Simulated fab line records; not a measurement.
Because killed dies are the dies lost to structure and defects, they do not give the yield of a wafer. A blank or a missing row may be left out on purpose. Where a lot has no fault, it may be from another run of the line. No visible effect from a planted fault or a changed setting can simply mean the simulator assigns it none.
Which of the tools did it? + flow n5Finfet + 10 lots with 27 wafers sampled at 5 steps, on a route of 1938 steps

== WHAT THE GAUGES SHOWED, per wafer ==
N5_SDB_THK_MEAS_31.
| lot  | measured    | on           | SDB_THK (nm)   |
|------|-------------|--------------|----------------|
| L280 | day 4 11:10 | filmMetro-01 | 64.8 66.2 65.4 |
| L281 | day 4 15:25 | filmMetro-01 | 64.5 63.6 66.0 |
| L285 | day 5 15:24 | filmMetro-02 | 64.3 63.6 64.1 |
| L291 | day 7 04:40 | filmMetro-02 | 62.7 64.4 63.0 |
| L293 | day 7 18:38 | filmMetro-01 | 64.1 64.1      |
| L295 | day 8 02:32 | filmMetro-02 | 63.0 64.6      |
| L296 | day 8 08:18 | filmMetro-02 | 64.1 63.2      |
| L298 | day 8 22:24 | filmMetro-01 | 62.6 63.7 62.1 |
| L300 | day 9 10:15 | filmMetro-02 | 65.4 64.1 64.7 |
| L301 | day 9 18:31 | filmMetro-02 | 63.2 64.9 65.3 |

N5_BEOL_M4_RC_MEAS_101.
| lot  | measured     | on        | DIBL_N (mV/V)  | DIBL_P (mV/V)  | IOFF_N (nA/um)    | IOFF_P (nA/um) | ION_N (uA/um) | ION_P (uA/um) | SS_N (mV/dec)  | SS_P (mV/dec)  | VT_N (mV)   | VT_P (mV)      |
|------|--------------|-----------|----------------|----------------|-------------------|----------------|---------------|---------------|----------------|----------------|-------------|----------------|
| L280 | day 8 23:57  | prober-01 | 36.7 37.7 35.7 | 38.9 40.2 37.7 | 0.176 0.201 0.146 | 0.28 0.32 0.26 | 693 682 673   | 472 477 470   | 71.4 72.1 71.0 | 74.1 74.1 73.2 | 250 246 252 | -243 -240 -244 |
| L281 | day 9 00:14  | prober-02 | 38.4 39.5 36.4 | 37.5 39.5 35.9 | 0.175 0.193 0.144 | 0.22 0.27 0.20 | 679 685 678   | 461 473 464   | 72.8 72.2 70.8 | 73.6 74.4 73.0 | 251 250 251 | -251 -249 -253 |
| L285 | day 9 15:46  | prober-01 | 33.7 33.4 31.5 | 33.4 32.9 30.3 | 0.121 0.111 0.091 | 0.17 0.15 0.13 | 658 653 647   | 458 450 445   | 70.6 70.4 70.2 | 72.8 72.2 72.0 | 253 254 256 | -255 -253 -257 |
| L291 | day 11 11:49 | prober-01 | 34.2 34.2 35.0 | 35.2 34.9 35.9 | 0.139 0.136 0.168 | 0.20 0.21 0.23 | 672 676 678   | 467 472 466   | 71.2 71.8 71.3 | 72.5 72.8 73.4 | 252 253 247 | -251 -248 -249 |
| L293 | day 12 04:37 | prober-01 | 35.8 36.9      | 36.5 37.6      | 0.149 0.176       | 0.22 0.23      | 669 691       | 465 473       | 71.6 72.4      | 73.4 73.8      | 252 251     | -251 -249      |
| L295 | day 12 12:12 | prober-01 | 35.1 37.1      | 35.8 38.2      | 0.148 0.178       | 0.19 0.22      | 671 678       | 458 460       | 71.4 72.4      | 72.8 74.1      | 249 249     | -250 -252      |
| L296 | day 12 10:37 | prober-02 | 35.1 36.4      | 34.1 35.3      | 0.127 0.141       | 0.16 0.17      | 657 670       | 454 455       | 71.6 71.8      | 72.5 73.0      | 253 251     | -257 -256      |
| L298 | day 12 21:25 | prober-02 | 33.9 35.2 35.8 | 35.1 36.3 37.1 | 0.134 0.168 0.181 | 0.19 0.23 0.23 | 659 673 680   | 463 466 460   | 70.9 71.8 72.2 | 73.0 73.2 73.5 | 254 248 249 | -250 -246 -246 |
| L300 | day 13 14:36 | prober-01 | 33.2 34.2 37.3 | 32.0 32.8 37.4 | 0.110 0.118 0.188 | 0.15 0.15 0.24 | 664 667 685   | 457 458 467   | 70.9 71.0 71.0 | 71.6 72.4 73.3 | 256 253 246 | -254 -256 -250 |
| L301 | day 13 18:08 | prober-01 | 38.3 34.6 35.0 | 36.3 32.5 33.8 | 0.182 0.124 0.136 | 0.21 0.17 0.18 | 675 668 665   | 454 456 461   | 71.5 71.3 71.1 | 73.9 72.6 73.1 | 248 254 249 | -251 -253 -253 |

== WHICH TOOL RAN EACH LOT (tool, then ch and the chambers of the sampled wafers, then the start) ==
| lot  | N5_SDB_CUT_ETCH_26             | N5_HKMG_FIN_HK_ANNEAL_02       | N5_HKMG_FIN_ETCH_54              |
|------|--------------------------------|--------------------------------|----------------------------------|
| L280 | rieSi-05 ch 1,3, day 4 07:55   | rtpAnneal-02 ch 0, day 4 11:58 | rieDiel-01 ch 2,3, day 4 12:44   |
| L281 | rieSi-02 ch 2,3, day 4 12:12   | rtpAnneal-02 ch 0, day 4 16:15 | rieDiel-01 ch 1,3, day 4 17:03   |
| L285 | rieSi-03 ch 0,1,3, day 5 12:09 | rtpAnneal-02 ch 0, day 5 16:13 | rieDiel-01 ch 0,3, day 5 17:05   |
| L291 | rieSi-05 ch 0,2, day 7 01:27   | rtpAnneal-01 ch 0, day 7 05:33 | rieDiel-06 ch 0,2,3, day 7 06:27 |
| L293 | rieSi-02 ch 0,2, day 7 15:26   | rtpAnneal-01 ch 0, day 7 19:28 | rieDiel-01 ch 1,2, day 7 20:21   |
| L295 | rieSi-03 ch 1, day 7 23:19     | rtpAnneal-01 ch 0, day 8 03:23 | rieDiel-01 ch 0,2, day 8 04:13   |
| L296 | rieSi-03 ch 2, day 8 05:05     | rtpAnneal-01 ch 0, day 8 09:14 | rieDiel-01 ch 1,2, day 8 10:22   |
| L298 | rieSi-02 ch 0,3, day 8 19:10   | rtpAnneal-01 ch 0, day 8 23:20 | rieDiel-06 ch 1,2,3, day 9 00:31 |
| L300 | rieSi-02 ch 1,2,3, day 9 07:04 | rtpAnneal-01 ch 0, day 9 11:20 | rieDiel-05 ch 0,3, day 9 12:00   |
| L301 | rieSi-03 ch 0,1, day 9 15:18   | rtpAnneal-01 ch 0, day 9 19:21 | rieDiel-06 ch 2,3, day 9 20:14   |
- N5_SDB_CUT_ETCH_26: etches Si in HBr/Cl2/O2, target depth 129.6 nm, bt time 20 s, time 51.8 s.
- N5_HKMG_FIN_HK_ANNEAL_02: time 30 s.
- N5_HKMG_FIN_ETCH_54: etches SiARC in CF4, target depth 45.5 nm, time 75.8 s.

== AS READ BY THE TOOLS THEMSELVES (means over the sampled wafers that have a number; for cases with no such wafer, the mark the record gives instead) ==
N5_SDB_CUT_ETCH_26.
| lot  | tool     | O2_flow_sccm (sccm) | drypumpMotorCurrentA (A) | oesProductAu (a.u.) | throttleValvePct (%) |
|------|----------|---------------------|--------------------------|---------------------|----------------------|
| L280 | rieSi-05 | 11.96               | 6.4                      | 0.993               | 37.26                |
| L281 | rieSi-02 | 12.00               | 6.2                      | 1.002               | 37.17                |
| L285 | rieSi-03 | 11.97               | 5.5                      | 0.985               | 36.95                |
| L291 | rieSi-05 | 11.99               | 5.5                      | 1.018               | 37.44                |
| L293 | rieSi-02 | 11.98               | 6.1                      | 1.006               | 36.98                |
| L295 | rieSi-03 | 11.98               | 5.5                      | 0.999               | 37.02                |
| L296 | rieSi-03 | 12.02               | 5.6                      | 0.998               | 37.41                |
| L298 | rieSi-02 | 12.02               | 6.3                      | 1.014               | 37.16                |
| L300 | rieSi-02 | 12.01               | 6.0                      | 0.996               | 37.23                |
| L301 | rieSi-03 | 12.01               | 5.5                      | 0.990               | 36.82                |

N5_HKMG_FIN_HK_ANNEAL_02.
| lot  | tool         | lampPowerPct (%) | wafer_temp_C_max |
|------|--------------|------------------|------------------|
| L280 | rtpAnneal-02 | 8.86             | 703.5            |
| L281 | rtpAnneal-02 | 8.82             | 703.4            |
| L285 | rtpAnneal-02 | 8.80             | 703.3            |
| L291 | rtpAnneal-01 | 8.84             | 702.5            |
| L293 | rtpAnneal-01 | 8.84             | 703.3            |
| L295 | rtpAnneal-01 | 8.76             | 703.0            |
| L296 | rtpAnneal-01 | 8.79             | 703.0            |
| L298 | rtpAnneal-01 | 8.72             | 702.4            |
| L300 | rtpAnneal-01 | 8.84             | 702.8            |
| L301 | rtpAnneal-01 | 8.79             | 702.5            |

N5_HKMG_FIN_ETCH_54.
| lot  | tool       | cf4FlowSccm (sccm) | drypumpMotorCurrentA (A) | etchRfOnTimeS (s) | oesProductAu (a.u.) | rfVppV (V) | showerheadPlenumPTorr (Torr) | throttleValvePct (%) |
|------|------------|--------------------|--------------------------|-------------------|---------------------|------------|------------------------------|----------------------|
| L280 | rieDiel-01 | 100.52             | 5.8                      | 74.5              | 0.65                | 184.8      | 2.23                         | 15.80                |
| L281 | rieDiel-01 | 100.17             | 5.4                      | 73.9              | 0.62                | 184.8      | 2.18                         | 15.96                |
| L285 | rieDiel-01 | 100.10             | 5.2                      | 76.2              | 0.67                | 184.4      | 2.17                         | 15.87                |
| L291 | rieDiel-06 | 100.20             | 5.8                      | 76.5              | 0.66                | 184.4      | 2.15                         | 15.76                |
| L293 | rieDiel-01 | 100.08             | 6.0                      | 62.6              | 0.82                | 184.1      | 2.16                         | 15.59                |
| L295 | rieDiel-01 | 99.94              | 5.6                      | 51.3              | 0.85                | 184.7      | 2.15                         | 15.66                |
| L296 | rieDiel-01 | 100.37             | 6.0                      | 62.9              | 0.81                | 184.1      | 2.16                         | 15.58                |
| L298 | rieDiel-06 | 99.70              | 5.9                      | 77.3              | 0.62                | 183.5      | 2.16                         | 15.76                |
| L300 | rieDiel-05 | 99.87              | 6.0                      | 75.3              | 0.67                | 184.3      | 2.20                         | 15.40                |
| L301 | rieDiel-06 | 99.96              | 6.3                      | 77.5              | 0.60                | 185.2      | 2.18                         | 15.86                |

== THE ANSWER, worked out from the rows above alone ==
Rule: the usual values come from the lots themselves. Put in order of their means at a reading, lots are off if they are a third of the lots or fewer, leave a main group of 4 or more, and stand apart from it by a gap of 3 or more times the standard deviation of the main group's means; of several such gaps the widest counts. A main group is skipped when, at the precision printed for the reading in the tables above, its means are all equal. Also off: a lot with no number at a reading for which 4 or more lots have one. All remaining lots with rows at the step are treated as sound. After the gauges, taken in route order, come the tools' own readings; for these a lot's mean is taken, as printed above. At the first step where some lot is off, the reading lying furthest off is the one used; lots without a number count as furthest.
Off at N5_HKMG_FIN_ETCH_54 (etchRfOnTimeS): L293, L295, L296. The main group: mean 75.9 s, standard deviation 1.3.
If a tool, at that step or one of the process steps before it, ran each lot that is off and ran no sound lot following the first of them, it fits. One fits: N5_HKMG_FIN_ETCH_54 on rieDiel-01. Its last sound lot is L285 (day 5 17:05), its first lot that is off L293 (day 7 20:21): a fault that began between those two fits.
The tool's own readings at N5_HKMG_FIN_ETCH_54 bear it out: on the lots that are off they differ by more than 5 times the standard deviation of the sound lots' means. etchRfOnTimeS reads 58.9 s there against 75.9 s on the sound lots; oesProductAu reads 0.83 a.u. there against 0.64 a.u. on the sound lots.

== WHAT THE SIMULATOR PUT IN ==
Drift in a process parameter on rieDiel-01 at N5_HKMG_FIN_ETCH_54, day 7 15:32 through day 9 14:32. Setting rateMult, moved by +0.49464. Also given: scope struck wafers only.
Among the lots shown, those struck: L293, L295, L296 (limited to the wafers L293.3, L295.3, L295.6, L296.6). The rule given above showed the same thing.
